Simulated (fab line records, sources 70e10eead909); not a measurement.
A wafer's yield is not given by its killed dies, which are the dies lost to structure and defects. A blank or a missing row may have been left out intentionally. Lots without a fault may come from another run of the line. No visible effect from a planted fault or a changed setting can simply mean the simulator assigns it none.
Comparing a struck lot with a sound one -- flow nand_harc -- 14 steps out of a route of 1302
Sound: the wafers L255.1, L255.5, L255.6. Struck: wafers L269.2, L269.5. (L269.6 of the same lot was not struck and is left out.) The cause comes at the end.
At each step with rows: each side's tool, then ch and its chambers, then its first start. Under that, the readings that differ: sound wafers -- struck wafers -- difference of the means -- sigmas: that difference in standard deviations of wafers without a fault.
alike: same words and numbers on both sides, and readings whose means sit less than 2 such deviations apart. not compared: any withheld reading, any reading some wafer has no value for, any bound like >300 that may hide the same value, and any number with overlapping values for which the record gives no deviation.
The two part at a step that has a row with sigmas, a row that says differs or no value, or rows on one side only. Numbers that have no deviation but don't overlap get no sigmas and don't part them. Lack of a reading on every wafer of one side parts them only where that side has two or more wafers.

first, 1 step without rows for these wafers: NHARC_A_ONON_D1_DEP_03 (target thk 1000 nm).
NHARC_A_ONON_D1_THK_MEAS_05: measures by ellipsometry.
  sound: film_metro-01 at day 8 02:29; struck: film_metro-02 at day 14 04:36
  alike: thk_nm
after that, 1 step with no rows for these wafers: NHARC_A_ONON_D1_DEP_06 (target thk 1000 nm).
NHARC_A_ONON_D1_THK_MEAS_08: measures by ellipsometry.
  sound: film_metro-01 at day 8 03:03; struck: film_metro-02 at day 14 05:10
reading,sound,struck,difference,sigmas
thk_nm (nm),996 998 997,1013 1012,+16,+2
after that, 1 step with no rows for these wafers: NHARC_A_ONON_D1_DEP_09 (target thk 1000 nm).
NHARC_A_ONON_D1_THK_MEAS_11: measures by ellipsometry.
  sound: film_metro-01 at day 8 03:37; struck: film_metro-02 at day 14 05:44
  alike: thk_nm
after that, 1 step with no rows for these wafers: NHARC_A_ONON_D1_DEP_12 (target thk 1000 nm).
NHARC_A_ONON_D1_THK_MEAS_14: measures by ellipsometry.
  sound: film_metro-01 at day 8 04:11; struck: film_metro-02 at day 14 06:18
  alike: thk_nm
then, 2 steps without rows for these wafers: NHARC_A_ONON_D1_ANNEAL_15 (time 3600 s); NHARC_A_ONON_D1_DEP_16 (target thk 1000 nm).
NHARC_A_ONON_D1_THK_MEAS_18: measures by ellipsometry.
  sound: film_metro-02 at day 8 11:56; struck: film_metro-02 at day 14 14:00
  alike: thk_nm
NHARC_A_ONON_D1_DEP_19: target thk 1000 nm.
  sound on pecvd_onon-04 ch 0, day 8 12:00; struck on pecvd_onon-04 ch 0, day 14 14:07
NHARC_A_ONON_D1_THK_MEAS_21: measures by ellipsometry.
  sound: film_metro-01 at day 8 12:30; struck: film_metro-01 at day 14 14:34
reading,sound,struck,difference,sigmas
thk_nm (nm),984 983 983,935 935,-48,-6
after that, 1 step with no rows for these wafers: NHARC_A_ONON_D1_DEP_22 (target thk 1000 nm).

== WHERE THEY PART ==
At NHARC_A_ONON_D1_THK_MEAS_08 first; at NHARC_A_ONON_D1_THK_MEAS_21 last (within this record only).

WHY: the cause the simulator had injected
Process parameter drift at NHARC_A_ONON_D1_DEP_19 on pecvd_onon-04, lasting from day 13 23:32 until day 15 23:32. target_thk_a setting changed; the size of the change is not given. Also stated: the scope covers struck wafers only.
